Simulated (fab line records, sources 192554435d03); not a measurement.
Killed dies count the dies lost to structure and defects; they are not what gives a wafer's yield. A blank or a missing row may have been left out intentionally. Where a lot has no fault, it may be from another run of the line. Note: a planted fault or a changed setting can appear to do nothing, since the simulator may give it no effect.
Split-lot trial ; flow n5_finfet ; on a route of 1938 steps: 7 lots, 39 wafers read

THE SPLIT ITSELF
At N5_PASSIVATION_DEVELOP_43 (develop time 60 s), the setting develop_time_s was moved away from the recipe's 60 s on 15 of the 39 wafers read, by -36.1% to +49.4%. The other wafers ran this setting at the recipe's value.

SPLIT TO READING: what lies between them in the file, 1 step
- N5_PASSIVATION_HARDBAKE_45: time 120 s

THE READING
cd_nm at N5_PASSIVATION_CD_MEAS_44, given in nm (cd target 40000 nm). On this fab line, fault-free wafers typically give 39998 nm with a standard deviation of 2.6 nm.

wafer;tool, chamber at the split;develop_time_s as run, s;against the recipe;cd_nm, nm;against lot-mates on the recipe
L074.1;litho_track-02, 0;83.74;+39.6%;40014;+15
L074.2;litho_track-02, 0;60;recipe;39999;-
L074.3;litho_track-02, 0;60;recipe;40000;-
L074.4;litho_track-02, 0;60;recipe;39999;-
L074.5;litho_track-02, 0;83.74;+39.6%;40012;+13
L074.6;litho_track-02, 0;83.74;+39.6%;40013;+14
L078.1;litho_track-05, 0;72.82;+21.4%;40003;+6
L078.2;litho_track-05, 0;72.82;+21.4%;40002;+5
L078.3;litho_track-05, 0;60;recipe;39996;-
L078.4;litho_track-05, 0;60;recipe;39996;-
L078.5;litho_track-05, 0;72.82;+21.4%;40005;+8
L078.6;litho_track-05, 0;60;recipe;39999;-
L087.1;litho_track-05, 0;60;recipe;40003;-
L087.2;litho_track-05, 0;60;recipe;39999;-
L087.3;litho_track-05, 0;60;recipe;39998;-
L087.4;litho_track-05, 0;60;recipe;40000;-
L087.5;litho_track-05, 0;60;recipe;40000;-
L087.6;litho_track-05, 0;60;recipe;39999;-
L090.1;litho_track-05, 0;60;recipe;40001;-
L090.2;litho_track-05, 0;60;recipe;40001;-
L090.6;litho_track-05, 0;60;recipe;39996;-
L091.1;litho_track-05, 0;89.67;+49.4%;40011;+16
L091.2;litho_track-05, 0;60;recipe;39994;-
L091.3;litho_track-05, 0;89.67;+49.4%;40010;+15
L091.4;litho_track-05, 0;60;recipe;39995;-
L091.5;litho_track-05, 0;60;recipe;39996;-
L091.6;litho_track-05, 0;89.67;+49.4%;40016;+21
L093.1;litho_track-05, 0;38.32;-36.1%;39975;-21
L093.2;litho_track-05, 0;38.32;-36.1%;39981;-15
L093.3;litho_track-05, 0;60;recipe;39996;-
L093.4;litho_track-05, 0;60;recipe;39997;-
L093.5;litho_track-05, 0;38.32;-36.1%;39976;-20
L093.6;litho_track-05, 0;60;recipe;39995;-
L095.1;litho_track-02, 0;39.53;-34.1%;39981;-16
L095.2;litho_track-02, 0;39.53;-34.1%;39982;-15
L095.3;litho_track-02, 0;60;recipe;39997;-
L095.4;litho_track-02, 0;60;recipe;39998;-
L095.5;litho_track-02, 0;60;recipe;39997;-
L095.6;litho_track-02, 0;39.53;-34.1%;39983;-14

THE FIT
A straight line over all 39 wafers: cd_nm changes by +0.399 nm for each +1% of develop_time_s; r = +0.95; the points scatter about the line by 3 nm.
The same after taking each lot's own level away (the mean of its wafers on the recipe; 39 wafers): +0.399 nm for each +1%; r = +0.98; scatter 2.1 nm.
According to that fit, moving develop_time_s by its largest amount changes the reading by 20 nm.
Across the lots, their own levels run from 39995.0 to 39999.8 nm, a range of 1.9 times the standard deviation given above.
The two slopes are in agreement: the lot-to-lot level therefore moves the slope only a little.
Check: for one of the wafers moved furthest among these (+49.4%), held out of the fit, the line's prediction against its lot-mates is +19.2 nm. It came out at +16 nm against them.

OTHER SPLITS APPLIED TO THESE WAFERS
Note: prior to the reading, these wafers also went through further splits. Each is held against what the fit with the lots' levels taken away leaves over:
other split on the same wafers;wafers away from the commonest value;r with cd_nm (lot level and that fit taken away)
N5_PASSIVATION_AL_DEP_21 target_thk_a;15;-0.07

FILE'S OWN FIT
cd_nm changes by +0.395 nm for each +1% of develop_time_s, r = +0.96.
